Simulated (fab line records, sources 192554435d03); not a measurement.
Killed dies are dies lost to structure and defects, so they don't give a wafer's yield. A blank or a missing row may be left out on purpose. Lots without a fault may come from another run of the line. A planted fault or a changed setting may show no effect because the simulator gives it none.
fab line records | flow n5_finfet
record lots=6 wafers=18 last_day=18
route steps=1938 shown BEOL_M0_SAQP@682 BEOL_M4@1111 PASSIVATION@1936
lots that met no fault: from a run of the same line without faults
start_h: hours from the record's first day to the start of the lot's first wafer shown | wait_h: hours since the lot's step before | " the same as in the row above | L1.1+2: a row that stands for several wafers | - no value, or no start given | * or withheld: withheld | < > ~ a bound
route shown NAME@n: a module of which the file shows steps, and the number in the route of the first | usual: mean/standard deviation of fault-free wafers | same: alike in all rows | chamber/n: place in a boat | sites: the reading at each site | _std_site: their standard deviation | _edge_site: outer sites' mean less inner sites' | radius_mm: how far each site lies from the wafer's centre | mask NAME#n: copy n | behind: the tool/chamber that last shaped the wafer | hold: why the lot was held/for how many hours/how that ended | device: the transistor (n, p or np) that didn't switch | end of line: the same wafers' tests at the end of the route | a step without rows: its recipe alone | killed: dies lost to structure and defects at the first sort, not the wafer's yield | map: a wafer's dies, x killed, . not, _ none there
set.NAME: the setting as run; set.NAME@STEP: as run at that earlier step | model.NAME: the simulator's own value behind a step, which no gauge read
lots at some steps of the route; a table a step, a row a wafer
services: from which hour (start_h, from the record's first day; less than 0 if before it) a tool's chamber was out of use, for how many hours, and why
## steps
# step N5_BEOL_M0_SAQP_COAT_87
# recipe resist=underlayer temp_c=205 time_s=60 spin_rpm=1500 resist_thk_nm=5
# step N5_BEOL_M0_SAQP_COAT_34
# recipe resist=CAR-EUV spin_rpm=1500 resist_thk_nm=30
# step N5_BEOL_M0_SAQP_EBR_36
# recipe solvent=PGMEA ebr_width_mm=1.5
# step N5_BEOL_M0_SAQP_SOFTBAKE_35
# recipe temp_c=110 time_s=60 resist=CAR-EUV
# step N5_BEOL_M0_SAQP_EXPOSE_37
# recipe mask_id=M0_CUT1 na=0.33 source_shape=annular sigma_inner=0.35 sigma_outer=0.8 polarization=unpolarized target_cd_nm=30 dose_mj=44.75
# step N5_BEOL_M0_SAQP_PEB_38
# recipe peb_temp_c=100 peb_time_s=60 resist=CAR-EUV
# step N5_BEOL_M0_SAQP_DEVELOP_39
# recipe develop_time_s=30 developer=TMAH resist=CAR-EUV rinse_liquid=surfactant_rinse dry=air_spin dev_temp_c=23
# step N5_BEOL_M0_SAQP_CD_MEAS_40
# recipe target_cd_nm=30 landing_energy_ev=500 detector=se_inlens
# usual cd_nm=30.01/0.23
# columns lot.wafer tool chamber start_h wait_h cd_nm
L323.1 cd_sem-02 0 150.03 - 30.10
L323.3 " 0 " " 30.23
L323.6 " 0 " " 29.76
L328.3 cd_sem-01 0 173.53 - 29.87
L328.4 " 0 " " 30.03
L328.6 " 0 " " 30.16
L334.1 cd_sem-02 0 205.49 - 29.56
L334.4 " 0 " " 29.93
L334.6 " 0 " " 30.04
L335.1 cd_sem-01 0 211.03 - 29.96
L335.2 " 0 " " 29.78
L335.5 " 0 " " 29.74
L337.1 cd_sem-03 0 226.29 - 30.25
L337.3 " 0 " " 30.35
L337.4 " 0 " " 30.08
L341.2 cd_sem-03 0 250.66 - 29.87
L341.5 " 0 " " 29.83
L341.6 " 0 " " 29.91
# step N5_BEOL_M0_SAQP_OVL_MEAS_41
# recipe points_per_wafer=522
# usual M0_CUT1_OVL=-0.3/0.68
# columns lot.wafer tool chamber start_h wait_h M0_CUT1_OVL[nm]
L323.1 overlay-02 0 150.06 0.0 -0.8
L323.3 " 0 " " -1.4
L323.6 " 0 " " -0.3
L328.3 overlay-02 0 173.57 0.0 0.0
L328.4 " 0 " " 0.4
L328.6 " 0 " " 0.0
L334.1 overlay-02 0 205.52 0.0 -1.0
L334.4 " 0 " " -0.7
L334.6 " 0 " " -0.4
L335.1 overlay-01 0 211.06 0.0 -0.6
L335.2 " 0 " " -1.4
L335.5 " 0 " " -0.7
L337.1 overlay-01 0 226.32 0.0 0.3
L337.3 " 0 " " -1.0
L337.4 " 0 " " -0.7
L341.2 overlay-02 0 250.69 0.0 0.3
L341.5 " 0 " " 0.4
L341.6 " 0 " " -0.6
# step N5_BEOL_M0_SAQP_INSPECT_42
# recipe mode=adi inspect_instrument=brightfield
# usual raw_defect_count=281/77
# columns lot.wafer tool chamber start_h wait_h raw_defect_count
L323.1 defect_inspect-02 - 150.12 0.1 174
L323.3 " - " " 218
L323.6 " - " " 244
L328.3 defect_inspect-01 - 173.62 0.0 363
L328.4 " - " " 326
L328.6 " - " " 257
L334.1 defect_inspect-01 - 205.58 0.1 210
L334.4 " - " " 132
L334.6 " - " " 156
L335.1 defect_inspect-02 - 211.11 0.1 292
L335.2 " - " " 215
L335.5 " - " " 263
L337.1 defect_inspect-01 - 226.38 0.1 276
L337.3 " - " " 372
L337.4 " - " " 290
L341.2 defect_inspect-01 - 250.74 0.0 337
L341.5 " - " " 293
L341.6 " - " " 371
# step N5_BEOL_M0_SAQP_DESCUM_45
# recipe chemistry=O2 time_s=7 source_power_w=50 bias_power_w=20 pressure_mtorr=20 rf_frequency_hz=2.712e+07 temp_c=40 resist=CAR-EUV o2_flow_sccm=225
# usual drypump_motor_current_A=5.9/0.56 oes_product_au=0.77/0.093 rf_fwd_power_W=49.48/0.22 rf_vpp_V=243.4/1.3 showerhead_plenum_p_Torr=2.10/0.059 temp_c=39.98/0.1 throttle_valve_pct=20.43/0.24
# columns lot.wafer tool chamber start_h wait_h drypump_motor_current_A oes_product_au rf_fwd_power_W rf_hours_counter_h rf_vpp_V showerhead_plenum_p_Torr temp_c throttle_valve_pct
L323.1 rie_diel-02 0 150.15 0.0 5.2 0.71 49.53 219 243.4 2.12 39.95 20.13
L323.3 " 3 " " 6.2 0.67 49.37 219 244.5 2.18 39.92 20.55
L323.6 " 1 " " 6.3 0.84 49.25 - 244.2 2.14 40.03 20.12
L328.3 rie_diel-03 2 173.65 0.0 6.0 1.01 49.13 1 243.6 2.13 40.04 20.24
L328.4 " 3 " " 4.8 0.72 49.77 172 245.2 2.18 40.08 20.51
L328.6 " 1 " " 5.4 0.74 49.73 - 242.5 2.09 40.11 20.90
L334.1 rie_diel-02 1 205.62 0.0 6.3 0.82 49.47 72 242.5 2.14 40.12 20.13
L334.4 " 0 " " 5.2 0.70 49.53 236 245.7 2.11 40.00 20.18
L334.6 " 1 " " 6.3 0.82 49.39 - 243.1 2.14 40.01 20.12
L335.1 rie_diel-02 0 211.15 0.0 5.2 0.69 49.58 238 243.2 2.11 39.98 20.17
L335.2 " 1 " " 6.3 0.82 49.38 73 243.6 2.14 39.91 20.15
L335.5 " 1 " " 6.3 0.81 49.50 - 243.8 2.14 40.09 20.15
L337.1 rie_diel-05 3 226.41 0.0 5.8 0.70 49.47 185 244.4 2.15 39.95 20.63
L337.3 " 0 " " 6.6 0.74 49.45 169 242.0 2.02 40.00 20.22
L337.4 " 2 " " 6.6 0.75 49.61 172 243.5 2.11 40.06 20.62
L341.2 rie_diel-03 3 250.78 0.0 4.8 0.71 49.68 196 244.1 2.17 40.05 20.53
L341.5 " 2 " " 6.0 0.94 49.13 - 244.6 2.12 40.11 20.29
L341.6 " 1 " " 5.4 0.72 49.72 - 243.5 2.08 39.87 20.95
# step N5_BEOL_M0_SAQP_ETCH_88
# recipe chemistry=N2/H2 target=underlayer target_depth_a=65 time_s=5.2 ion_energy_ev=200 mask_material=CAR-EUV pressure_mtorr=30 source_w=840 bias_w=150 n2_flow_sccm=200 h2_flow_sccm=200 ends=cleared
# usual bias_w=150.0/0.47 chamber_pressure_mTorr=30.00/0.044 drypump_motor_current_A=5.9/0.56 etch_rf_on_time_s=5.24/0.18 oes_product_au=0.65/0.077 rf_fwd_power_W=819.8/2.5 rf_vpp_V=524.2/2.4 showerhead_plenum_p_Torr=2.55/0.078 throttle_valve_pct=17.86/0.18
# columns lot.wafer tool chamber start_h wait_h bias_w chamber_pressure_mTorr drypump_motor_current_A etch_rf_on_time_s oes_product_au rf_fwd_power_W rf_hours_counter_h rf_vpp_V showerhead_plenum_p_Torr throttle_valve_pct
L323.1 rie_diel-02 0 150.19 0.0 149.7 29.98 5.2 5.43 0.60 819.6 219 526.3 2.60 17.70
L323.3 " 3 " " 149.9 30.08 6.3 5.35 0.58 820.7 219 527.1 2.65 17.97
L323.6 " 1 " " 150.2 30.07 6.3 5.25 0.69 818.8 - 525.9 2.61 17.62
L328.3 rie_diel-03 2 173.68 0.0 149.4 30.12 6.0 5.25 0.86 821.1 1 527.4 2.61 17.85
L328.4 " 3 " " 149.4 29.98 4.8 5.21 0.63 816.8 172 527.9 2.64 17.94
L328.6 " 1 " " 150.9 30.00 5.3 4.75 0.66 824.5 - 523.8 2.51 18.07
L334.1 rie_diel-02 1 205.65 0.0 149.3 30.06 6.3 5.30 0.68 816.5 72 526.8 2.60 17.64
L334.4 " 0 " " 150.3 30.01 5.2 5.37 0.59 820.3 236 527.6 2.60 17.74
L334.6 " 1 " " 149.9 30.02 6.3 5.29 0.68 818.1 - 524.5 2.60 17.64
L335.1 rie_diel-02 0 211.18 0.0 150.7 29.95 5.2 5.38 0.59 817.8 238 527.9 2.59 17.73
L335.2 " 1 " " 149.6 29.95 6.3 5.27 0.68 818.1 73 524.2 2.60 17.67
L335.5 " 1 " " 150.3 30.01 6.3 5.25 0.68 819.1 - 523.9 2.60 17.68
L337.1 rie_diel-05 3 226.45 0.0 150.3 29.95 5.8 5.31 0.60 816.3 185 526.6 2.64 18.16
L337.3 " 0 " " 150.8 30.02 6.6 5.47 0.62 819.5 169 520.0 2.44 17.68
L337.4 " 2 " " 149.9 29.98 6.6 5.35 0.63 820.3 172 521.4 2.52 17.86
L341.2 rie_diel-03 3 250.81 0.0 148.8 29.95 4.8 5.19 0.60 822.5 196 525.4 2.63 17.98
L341.5 " 2 " " 149.9 29.99 6.0 5.15 0.79 818.5 - 523.9 2.60 17.89
L341.6 " 1 " " 150.7 30.10 5.4 4.89 0.63 822.7 - 523.6 2.50 18.10
# step N5_BEOL_M0_SAQP_ETCH_73
# recipe chemistry=CF4 target=SiARC target_depth_a=195 mask_material=CAR-EUV time_s=32.5 ion_energy_ev=80 pressure_mtorr=40 source_w=545 bias_w=36 Ar_flow_sccm=100 cf4_flow_sccm=100 ends=cleared
# usual bias_w=36.00/0.11 cf4_flow_sccm=100.0/0.3 drypump_motor_current_A=5.9/0.56 etch_rf_on_time_s=32.8/1.1 oes_product_au=0.66/0.077 rf_fwd_power_W=534.6/2.7 rf_vpp_V=184.1/1.1 showerhead_plenum_p_Torr=2.15/0.059 throttle_valve_pct=15.63/0.22
# columns lot.wafer tool chamber start_h wait_h bias_w cf4_flow_sccm drypump_motor_current_A etch_rf_on_time_s oes_product_au rf_fwd_power_W rf_hours_counter_h rf_vpp_V showerhead_plenum_p_Torr throttle_valve_pct
L323.1 rie_diel-02 0 150.20 0.0 36.11 100.2 5.2 33.3 0.60 533.8 219 186.1 2.20 15.71
L323.3 " 3 " " 35.76 100.4 6.2 33.0 0.59 532.7 219 184.6 2.21 15.62
L323.6 " 1 " " 35.93 100.4 6.3 32.7 0.71 535.1 - 183.0 2.18 15.26
L328.3 rie_diel-03 2 173.70 0.0 35.98 100.3 6.0 32.4 0.86 534.6 1 184.7 2.20 15.52
L328.4 " 3 " " 36.23 100.1 4.8 33.1 0.62 538.1 172 183.7 2.23 15.65
L328.6 " 1 " " 36.00 100.0 5.3 29.9 0.66 535.3 - 184.1 2.14 15.99
L334.1 rie_diel-02 1 205.67 0.0 - - - - - - - - - -
L334.4 " 0 " " - - - - - - - - - -
L334.6 " 1 " " - - - - - - - - - -
L335.1 rie_diel-02 0 211.20 0.0 - - - - - - - - - -
L335.2 " 1 " " - - - - - - - - - -
L335.5 " 1 " " - - - - - - - - - -
L337.1 rie_diel-05 3 226.46 0.0 36.02 100.3 5.9 33.7 0.59 530.6 185 185.9 2.21 15.88
L337.3 " 0 " " 36.02 99.8 6.6 34.2 0.62 530.7 169 183.1 2.06 15.39
L337.4 " 2 " " 35.96 100.6 6.6 33.5 0.63 536.5 172 184.2 2.12 15.55
L341.2 rie_diel-03 3 250.83 0.0 35.97 100.5 4.8 33.0 0.61 538.2 196 185.4 2.22 15.72
L341.5 " 2 " " 35.95 99.6 6.0 32.5 0.79 529.5 - 184.8 2.19 15.57
L341.6 " 1 " " 36.23 99.8 5.3 30.3 0.63 536.6 - 183.3 2.13 16.04
# step N5_BEOL_M0_SAQP_CUT_ETCH_46
# recipe chemistry=N2/H2 target=SOC target_depth_a=1350 overetch_a=270 temp_c=40 time_s=202.5 ion_energy_ev=200 mask_material=SiARC pressure_mtorr=30 source_w=840 bias_w=150 n2_flow_sccm=200 h2_flow_sccm=200
# usual bias_w=150.1/0.46 chamber_pressure_mTorr=30.002/0.028 drypump_motor_current_A=5.9/0.56 rf_fwd_power_W=837.9/2.7 rf_vpp_V=524.3/2.3 showerhead_plenum_p_Torr=2.55/0.078 temp_c=40.01/0.11 throttle_valve_pct=17.82/0.19
# columns lot.wafer tool chamber start_h wait_h bias_w chamber_pressure_mTorr drypump_motor_current_A rf_fwd_power_W rf_hours_counter_h rf_vpp_V showerhead_plenum_p_Torr temp_c throttle_valve_pct
L323.1 rie_diel-02 0 150.24 0.0 150.1 29.980 5.2 834.5 219 526.6 2.60 40.05 17.66
L323.3 " 3 " " 149.7 30.013 6.3 834.0 219 526.2 2.65 39.96 17.95
L323.6 " 1 " " 151.6 30.005 6.3 838.0 - 525.6 2.61 40.11 17.58
L328.3 rie_diel-03 2 173.73 0.0 150.2 29.994 6.0 837.5 1 525.5 2.61 40.08 17.83
L328.4 " 3 " " 150.7 29.982 4.8 841.9 172 527.3 2.64 40.06 17.91
L328.6 " 1 " " 149.4 29.974 5.3 834.6 - 524.1 2.51 40.08 18.02
L334.1 rie_diel-02 1 205.70 0.0 150.0 30.051 6.3 837.3 72 524.8 2.60 40.16 17.56
L334.4 " 0 " " 150.1 30.002 5.2 833.9 236 525.3 2.60 39.94 17.66
L334.6 " 1 " " 150.0 30.017 6.3 835.0 - 525.6 2.60 40.13 17.56
L335.1 rie_diel-02 0 211.23 0.0 150.7 29.981 5.2 837.3 238 523.8 2.59 39.97 17.65
L335.2 " 1 " " 150.1 29.955 6.3 840.1 73 524.5 2.60 40.18 17.57
L335.5 " 1 " " 150.2 30.006 6.3 840.3 - 525.5 2.60 40.27 17.58
L337.1 rie_diel-05 3 226.49 0.0 149.8 30.010 5.8 835.7 185 525.0 2.64 39.85 18.13
L337.3 " 0 " " 150.5 29.960 6.6 838.4 169 521.3 2.44 40.08 17.64
L337.4 " 2 " " 149.9 29.981 6.7 841.3 172 522.8 2.52 39.97 17.81
L341.2 rie_diel-03 3 250.86 0.0 149.6 29.995 4.8 839.1 196 525.7 2.63 39.95 17.93
L341.5 " 2 " " 149.9 29.963 6.0 834.5 - 525.4 2.60 39.72 17.85
L341.6 " 1 " " 150.2 29.954 5.3 836.8 - 523.5 2.50 40.09 18.07
# step N5_BEOL_M4_RC_MEAS_101
# usual DIBL_N=36.4/2.7 DIBL_P=36/3.2 IOFF_N=0.16/0.046 IOFF_P=0.21/0.055 ION_N=677/15 ION_P=464/11 SS_N=71.5/0.79 SS_P=73.3/0.93 VT_N=250/4.1 VT_P=-251/4.4
# columns lot.wafer tool chamber start_h wait_h DIBL_N[mV/V] DIBL_P[mV/V] IOFF_N[nA/um] IOFF_P[nA/um] ION_N[uA/um] ION_P[uA/um] SS_N[mV/dec] SS_P[mV/dec] VT_N[mV] VT_P[mV]
L323.1 prober-02 0 216.76 0.0 36.4 35 0.16 0.16 673 454 71.5 73.0 251 -253
L323.3 " 0 " " 36.5 36 0.17 0.19 696 478 72.0 73.5 248 -254
L323.6 " 0 " " 38.9 39 0.19 0.23 671 459 73.0 73.8 248 -250
L328.3 prober-02 0 238.53 0.3 35.7 34 0.13 0.17 669 457 71.1 72.8 253 -254
L328.4 " 0 " " 37.1 37 0.18 0.22 701 478 71.4 74.4 245 -251
L328.6 " 0 " " 37.6 38 0.18 0.22 683 462 71.9 74.0 247 -250
L337.1 prober-02 0 293.05 0.0 38.5 38 0.19 0.24 681 463 71.5 73.9 248 -248
L337.3 " 0 " " 38.0 38 0.19 0.26 679 471 72.1 74.8 245 -246
L337.4 " 0 " " 36.0 35 0.15 0.20 673 455 70.3 73.7 251 -250
L341.2 prober-01 0 319.60 0.2 35.0 35 0.14 0.15 662 449 71.4 72.9 252 -256
L341.5 " 0 " " 36.2 36 0.15 0.15 667 447 72.0 73.0 251 -257
L341.6 " 0 " " 29.7 30 0.07 0.10 631 438 70.5 71.5 260 -263
# step N5_PASSIVATION_PROBE_49
# usual defect_limited_yield=91.1/1.4 killed_at_M0_to_M3=34/9.7 killed_at_M4_up=13/5.1 killed_at_contacts=14/6.3 killed_at_front_end=40/11 killed_at_other=3.5/2.7 killed_dies=105/16 killed_on_rim=13/4.1 killed_open=70/12 killed_short=34/7.8 sort_bin_5_function=5.2/0.88 sort_bin_6_memory=3.3/0.7 sort_bin_8_speed=0.1/0.62 sort_n_pass=1074/17 sort_yield_pct=91.0/1.5
# same gross_dies=1180 killed_at_back_side=0 sort_bin_4_leakage[%]=0
# columns lot.wafer tool chamber start_h wait_h defect_limited_yield[%] killed_at_M0_to_M3 killed_at_M4_up killed_at_contacts killed_at_front_end killed_at_other killed_dies killed_on_rim killed_open killed_short sort_bin_5_function[%] sort_bin_6_memory[%] sort_bin_8_speed[%] sort_n_pass sort_yield_pct[%]
L323.1 prober-01 - 320.87 0.0 91.9 40 10 9 29 8 96 12 59 34 4.6 3.1 0 1084 91.9
L323.3 prober-01 - 320.97 0.1 91.7 33 10 16 37 2 98 16 69 28 5.1 3.0 0 1082 91.7
L323.6 prober-01 - 321.12 0.3 91.9 30 19 11 31 4 95 7 62 32 5.0 2.7 0 1085 91.9
L334.1 prober-01 - 371.50 0.0 0 1121 19 11 28 1 1180 152 67 26 96.9 2.7 0 0 0
L334.4 prober-01 - 371.65 0.2 0 1124 11 4 38 3 1180 152 57 28 97.1 2.5 0 0 0
L334.6 prober-01 - 371.75 0.3 0 1128 9 7 33 3 1180 152 67 25 96.4 3.4 0 0 0
L335.1 prober-01 - 386.86 0.0 0 1112 8 18 37 5 1180 152 70 36 96.7 3.1 0 0 0
L335.2 prober-01 - 386.91 0.1 0 1112 9 15 39 5 1180 152 65 32 96.6 3.3 0 0 0
L335.5 prober-01 - 387.06 0.2 0 1106 5 20 48 1 1180 152 80 30 96.4 3.3 0 0 0
L337.1 prober-01 - 398.79 0.0 89.6 47 10 20 42 4 123 10 79 42 5.6 4.4 0 1057 89.6
L337.3 prober-01 - 398.89 0.1 91.3 45 13 7 31 7 103 12 65 37 6.0 2.4 0 1077 91.3
L337.4 prober-01 - 398.94 0.2 90.9 45 7 14 36 5 107 11 57 48 5.7 2.7 0 1073 90.9
# killed by level:class
L323.1 BEOL_M2:geometric_particle:open=8 MOL_CONTACT_COAG:geometric_particle:open=8 FIN_SAQP:geometric_particle:short=7 BEOL_M0_SAQP:geometric_particle:short=7 BEOL_M1:geometric_particle:open=7 BEOL_M0_SAQP:geometric_particle:open=6 STI_FIN_REVEAL:geometric_particle:open=5 STARTING-WAFER:geometric_particle:open=4
L323.3 MOL_CONTACT_COAG:geometric_particle:open=15 STI_FIN_REVEAL:geometric_particle:open=8 BEOL_M3:geometric_particle:open=8 FIN_SAQP:geometric_particle:short=6 BEOL_M2:geometric_particle:open=6 BEOL_M0_SAQP:geometric_particle:open=5 DUMMY_GATE:geometric_particle:open=4 GATE_CUT:geometric_particle:short=4
L323.6 MOL_CONTACT_COAG:geometric_particle:open=10 BEOL_M1:geometric_particle:open=7 FIN_SAQP:geometric_particle:short=6 STI_FIN_REVEAL:geometric_particle:open=6 BEOL_M4:geometric_particle:open=6 BEOL_M2:geometric_particle:open=5 BEOL_M5:geometric_particle:open=5 DUMMY_GATE:geometric_particle:open=4
L334.1 BEOL_M0_SAQP:area_etch=1086 STI_FIN_REVEAL:geometric_particle:open=12 MOL_CONTACT_COAG:geometric_particle:open=9 BEOL_M0_SAQP:geometric_particle:open=7 BEOL_M2:geometric_particle:open=6 BEOL_M1:geometric_particle:open=5 BEOL_M0_SAQP:geometric_particle:short=5 STI_FIN_REVEAL:geometric_particle:short=4
L334.4 BEOL_M0_SAQP:area_etch=1094 STI_FIN_REVEAL:geometric_particle:open=9 FIN_SAQP:geometric_particle:open=7 BEOL_M0_SAQP:geometric_particle:open=6 BEOL_M1:geometric_particle:open=6 BEOL_M4:geometric_particle:open=6 BEOL_M0_SAQP:geometric_particle:short=5 BEOL_M3:geometric_particle:open=5
L334.6 BEOL_M0_SAQP:area_etch=1088 BEOL_M3:geometric_particle:open=11 FIN_SAQP:geometric_particle:open=10 BEOL_M0_SAQP:geometric_particle:open=9 BEOL_M0_SAQP:geometric_particle:short=9 STI_FIN_REVEAL:geometric_particle:open=7 DUMMY_GATE:geometric_particle:open=6 BEOL_M4:geometric_particle:open=6
L335.1 BEOL_M0_SAQP:area_etch=1074 MOL_CONTACT_COAG:geometric_particle:open=13 BEOL_M2:geometric_particle:open=13 BEOL_M3:geometric_particle:open=10 FIN_SAQP:geometric_particle:short=6 BEOL_M1:geometric_particle:open=6 MOL_CONTACT_COAG:geometric_particle:short=5 FIN_SAQP:geometric_particle:open=4
L335.2 BEOL_M0_SAQP:area_etch=1082 MOL_CONTACT_COAG:geometric_particle:open=13 BEOL_M2:geometric_particle:open=11 FIN_SAQP:geometric_particle:short=10 GATE_CUT:geometric_particle:short=6 FIN_SAQP:geometric_particle:open=5 BEOL_M3:geometric_particle:open=5 BEOL_M0_SAQP:geometric_particle:open=4
L335.5 BEOL_M0_SAQP:area_etch=1070 STI_FIN_REVEAL:geometric_particle:open=18 BEOL_M3:geometric_particle:open=16 MOL_CONTACT_COAG:geometric_particle:open=14 GATE_CUT:geometric_particle:short=6 ILD0:geometric_particle:open=6 MOL_CONTACT_COAG:geometric_particle:short=6 BEOL_M0_SAQP:geometric_particle:open=6
L337.1 MOL_CONTACT_COAG:geometric_particle:open=16 BEOL_M0_SAQP:geometric_particle:short=12 BEOL_M0_SAQP:geometric_particle:open=12 BEOL_M3:geometric_particle:open=11 FIN_SAQP:geometric_particle:open=8 FIN_SAQP:geometric_particle:short=7 STI_FIN_REVEAL:geometric_particle:open=7 BEOL_M1:geometric_particle:open=5
L337.3 BEOL_M3:geometric_particle:open=17 BEOL_M0_SAQP:geometric_particle:short=12 BEOL_M0_SAQP:geometric_particle:open=8 FIN_SAQP:geometric_particle:short=7 FIN_SAQP:geometric_particle:open=4 STI_FIN_REVEAL:geometric_particle:open=4 MOL_CONTACT_COAG:geometric_particle:open=4 BEOL_M5:geometric_particle:open=4
L337.4 MOL_CONTACT_COAG:geometric_particle:open=13 BEOL_M0_SAQP:geometric_particle:open=11 FIN_SAQP:geometric_particle:short=9 GATE_CUT:geometric_particle:short=9 BEOL_M0_SAQP:geometric_particle:short=8 BEOL_M2:geometric_particle:open=8 BEOL_M1:geometric_particle:open=5 FIN_SAQP:geometric_particle:open=4
# map L334.1 (x killed, . not)
_________________xxxxxxxxxxxx________________
______________xxxxxxxxxxxxxxxxxx_____________
___________xxxxxxxxxxxxxxxxxxxxxxxx__________
__________xxxxxxxxxxxxxxxxxxxxxxxxxx_________
________xxxxxxxxxxxxxxxxxxxxxxxxxxxxxx_______
_______xxxxxxxxxxxxxxxxxxxxxxxxxxxxxxxx______
______xxxxxxxxxxxxxxxxxxxxxxxxxxxxxxxxxx_____
_____xxxxxxxxxxxxxxxxxxxxxxxxxxxxxxxxxxxx____
____xxxxxxxxxxxxxxxxxxxxxxxxxxxxxxxxxxxxxx___
___xxxxxxxxxxxxxxxxxxxxxxxxxxxxxxxxxxxxxxxx__
___xxxxxxxxxxxxxxxxxxxxxxxxxxxxxxxxxxxxxxxx__
__xxxxxxxxxxxxxxxxxxxxxxxxxxxxxxxxxxxxxxxxxx_
__xxxxxxxxxxxxxxxxxxxxxxxxxxxxxxxxxxxxxxxxxx_
_xxxxxxxxxxxxxxxxxxxxxxxxxxxxxxxxxxxxxxxxxxxx
_xxxxxxxxxxxxxxxxxxxxxxxxxxxxxxxxxxxxxxxxxxxx
_xxxxxxxxxxxxxxxxxxxxxxxxxxxxxxxxxxxxxxxxxxxx
_xxxxxxxxxxxxxxxxxxxxxxxxxxxxxxxxxxxxxxxxxxxx
_xxxxxxxxxxxxxxxxxxxxxxxxxxxxxxxxxxxxxxxxxxxx
_xxxxxxxxxxxxxxxxxxxxxxxxxxxxxxxxxxxxxxxxxxxx
_xxxxxxxxxxxxxxxxxxxxxxxxxxxxxxxxxxxxxxxxxxxx
_xxxxxxxxxxxxxxxxxxxxxxxxxxxxxxxxxxxxxxxxxxxx
__xxxxxxxxxxxxxxxxxxxxxxxxxxxxxxxxxxxxxxxxxx_
__xxxxxxxxxxxxxxxxxxxxxxxxxxxxxxxxxxxxxxxxxx_
___xxxxxxxxxxxxxxxxxxxxxxxxxxxxxxxxxxxxxxxx__
___xxxxxxxxxxxxxxxxxxxxxxxxxxxxxxxxxxxxxxxx__
____xxxxxxxxxxxxxxxxxxxxxxxxxxxxxxxxxxxxxx___
_____xxxxxxxxxxxxxxxxxxxxxxxxxxxxxxxxxxxx____
______xxxxxxxxxxxxxxxxxxxxxxxxxxxxxxxxxx_____
_______xxxxxxxxxxxxxxxxxxxxxxxxxxxxxxxx______
________xxxxxxxxxxxxxxxxxxxxxxxxxxxxxx_______
__________xxxxxxxxxxxxxxxxxxxxxxxxxx_________
___________xxxxxxxxxxxxxxxxxxxxxxxx__________
______________xxxxxxxxxxxxxxxxxx_____________
_________________xxxxxxxxxxxx________________
# map L335.1 (x killed, . not)
_________________xxxxxxxxxxxx________________
______________xxxxxxxxxxxxxxxxxx_____________
___________xxxxxxxxxxxxxxxxxxxxxxxx__________
__________xxxxxxxxxxxxxxxxxxxxxxxxxx_________
________xxxxxxxxxxxxxxxxxxxxxxxxxxxxxx_______
_______xxxxxxxxxxxxxxxxxxxxxxxxxxxxxxxx______
______xxxxxxxxxxxxxxxxxxxxxxxxxxxxxxxxxx_____
_____xxxxxxxxxxxxxxxxxxxxxxxxxxxxxxxxxxxx____
____xxxxxxxxxxxxxxxxxxxxxxxxxxxxxxxxxxxxxx___
___xxxxxxxxxxxxxxxxxxxxxxxxxxxxxxxxxxxxxxxx__
___xxxxxxxxxxxxxxxxxxxxxxxxxxxxxxxxxxxxxxxx__
__xxxxxxxxxxxxxxxxxxxxxxxxxxxxxxxxxxxxxxxxxx_
__xxxxxxxxxxxxxxxxxxxxxxxxxxxxxxxxxxxxxxxxxx_
_xxxxxxxxxxxxxxxxxxxxxxxxxxxxxxxxxxxxxxxxxxxx
_xxxxxxxxxxxxxxxxxxxxxxxxxxxxxxxxxxxxxxxxxxxx
_xxxxxxxxxxxxxxxxxxxxxxxxxxxxxxxxxxxxxxxxxxxx
_xxxxxxxxxxxxxxxxxxxxxxxxxxxxxxxxxxxxxxxxxxxx
_xxxxxxxxxxxxxxxxxxxxxxxxxxxxxxxxxxxxxxxxxxxx
_xxxxxxxxxxxxxxxxxxxxxxxxxxxxxxxxxxxxxxxxxxxx
_xxxxxxxxxxxxxxxxxxxxxxxxxxxxxxxxxxxxxxxxxxxx
_xxxxxxxxxxxxxxxxxxxxxxxxxxxxxxxxxxxxxxxxxxxx
__xxxxxxxxxxxxxxxxxxxxxxxxxxxxxxxxxxxxxxxxxx_
__xxxxxxxxxxxxxxxxxxxxxxxxxxxxxxxxxxxxxxxxxx_
___xxxxxxxxxxxxxxxxxxxxxxxxxxxxxxxxxxxxxxxx__
___xxxxxxxxxxxxxxxxxxxxxxxxxxxxxxxxxxxxxxxx__
____xxxxxxxxxxxxxxxxxxxxxxxxxxxxxxxxxxxxxx___
_____xxxxxxxxxxxxxxxxxxxxxxxxxxxxxxxxxxxx____
______xxxxxxxxxxxxxxxxxxxxxxxxxxxxxxxxxx_____
_______xxxxxxxxxxxxxxxxxxxxxxxxxxxxxxxx______
________xxxxxxxxxxxxxxxxxxxxxxxxxxxxxx_______
__________xxxxxxxxxxxxxxxxxxxxxxxxxx_________
___________xxxxxxxxxxxxxxxxxxxxxxxx__________
______________xxxxxxxxxxxxxxxxxx_____________
_________________xxxxxxxxxxxx________________
## services
# columns tool chamber start_h hours kind
rie_diel-05 0 130.14 5.3 repair
rie_diel-03 0 130.43 - clean
rie_diel-03 0 130.43 - consumable_replace:focus_ring
rie_diel-03 0 130.43 18.5 scheduled_down
rie_diel-03 0 130.43 18.5 vent_cycle
rie_diel-02 - 145.77 0.3 repair
rie_diel-03 2 149.60 - clean
rie_diel-03 2 149.60 - consumable_replace:focus_ring
rie_diel-05 1 196.49 - clean
rie_diel-05 1 196.49 - consumable_replace:focus_ring
rie_diel-05 1 196.49 20.2 scheduled_down
rie_diel-05 1 196.49 20.2 vent_cycle
rie_diel-02 2 214.60 - clean
rie_diel-02 2 214.60 - consumable_replace:focus_ring
rie_diel-02 2 214.60 - consumable_replace:showerhead
rie_diel-02 2 214.60 22.7 scheduled_down
rie_diel-02 2 214.60 22.7 vent_cycle
## key
first_sign step=N5_BEOL_M0_SAQP_ETCH_73 reading=tool_record direction=missing
effect step=N5_PASSIVATION_PROBE_49 reading=killed_at_M0_to_M3 direction=up sigmas=99+ usual=34 struck=1117
more_kills_born_at N5_BEOL_M0_SAQP_ETCH_73@rie_diel-02=6494
met_at N5_BEOL_M0_SAQP_ETCH_73
struck_wafers L334.1,L334.4,L334.6,L335.1,L335.2,L335.5
later_rows_left_out L334.1,L334.4,L334.6,L335.1,L335.2,L335.5
onset_between 150.20 205.67
fault kind=skipped_step_whole tool=rie_diel-02 chamber=- onset_h=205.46 steps=N5_BEOL_M0_SAQP_ETCH_73 scope=struck_lots_only
# later_rows_left_out: the simulator's readings of these wafers behind a module that went badly wrong aren't trusted and aren't shown, but for the sort
